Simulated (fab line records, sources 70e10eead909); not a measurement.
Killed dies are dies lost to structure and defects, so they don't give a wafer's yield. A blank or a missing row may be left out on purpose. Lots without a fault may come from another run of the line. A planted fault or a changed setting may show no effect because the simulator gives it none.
Chamber matching | flow nand_harc | NHARC_A_CHANNEL_HOLE_D1_ETCH_44 on rie_diel-11: 4 sister chambers
The step etches the open film in CF4/O2, target depth 140 nm, overetch 14 nm, time 77 s. 16 wafers are shown with their chamber, then 7 later ones without.

WAFERS WITH THEIR CHAMBER
wafer  | chamber | showerhead_plenum_p_Torr (Torr) | drypump_motor_current_A (A) | rf_vpp_V (V)
L728.3 | 0       | 1.29                            | 6.6                         | 196.6
L728.4 | 1       | 1.25                            | 5.8                         | 195.8
L728.5 | 0       | 1.29                            | 6.6                         | 195.2
L734.1 | 1       | 1.25                            | 5.8                         | 196.0
L734.2 | 3       | 1.43                            | 5.6                         | 199.2
L734.4 | 2       | 1.36                            | 6.4                         | 199.5
L737.3 | 0       | 1.28                            | 6.6                         | 195.2
L737.4 | 1       | 1.25                            | 5.8                         | 195.4
L737.6 | 2       | 1.36                            | 6.4                         | 197.5
L736.2 | 3       | 1.43                            | 5.7                         | 199.8
L736.3 | 1       | 1.25                            | 5.8                         | 196.7
L736.5 | 2       | 1.36                            | 6.4                         | 199.5
L738.2 | 2       | 1.36                            | 6.4                         | 198.1
L738.3 | 1       | 1.25                            | 5.8                         | 195.5
L738.5 | 2       | 1.36                            | 6.4                         | 198.5
L739.5 | 0       | 1.29                            | 6.6                         | 197.7

SIGNATURES (means of the wafers above)
reading                  | chamber 0 | chamber 1 | chamber 2 | chamber 3 | scatter within a chamber
showerhead_plenum_p_Torr | 1.2875    | 1.2500    | 1.3600    | 1.4300    | 0.0025
drypump_motor_current_A  | 6.600     | 5.800     | 6.400     | 5.650     | 0.0204
rf_vpp_V                 | 196.175   | 195.880   | 198.620   | 199.500   | 0.854
Rule: a wafer's distance from a chamber is the root of the sum, over the readings, of the square of ((its reading less the chamber's mean) divided by the reading's scatter). The wafer belongs to the nearest chamber; if the next one is less than 2 further off, it can't be placed. The scatter: the root of (the sum of the squares of (reading less its chamber's mean) over the shown wafers, divided by (wafers less chambers)).

WAFERS WITHOUT THEIR CHAMBER
wafer  | showerhead_plenum_p_Torr (Torr) | drypump_motor_current_A (A) | rf_vpp_V (V)
L739.6 | 1.25                            | 5.8                         | 195.7
L749.1 | 1.36                            | 6.4                         | 199.0
L749.2 | 1.25                            | 5.8                         | 196.4
L749.4 | 1.28                            | 6.6                         | 195.8
L750.2 | 1.42                            | 5.7                         | 198.2
L750.4 | 1.25                            | 5.8                         | 197.7
L750.6 | 1.42                            | 5.7                         | 199.7

WHICH CHAMBER EACH WENT THROUGH
wafer  | from the rows above | in truth
L739.6 | 1                   | 1
L749.1 | 2                   | 2
L749.2 | 1                   | 1
L749.4 | 0                   | 0
L750.2 | 3                   | 3
L750.4 | 1                   | 1
L750.6 | 3                   | 3
Placed correctly: 7 of 7. Can't be placed from these rows: 0. Placed wrongly: 0.
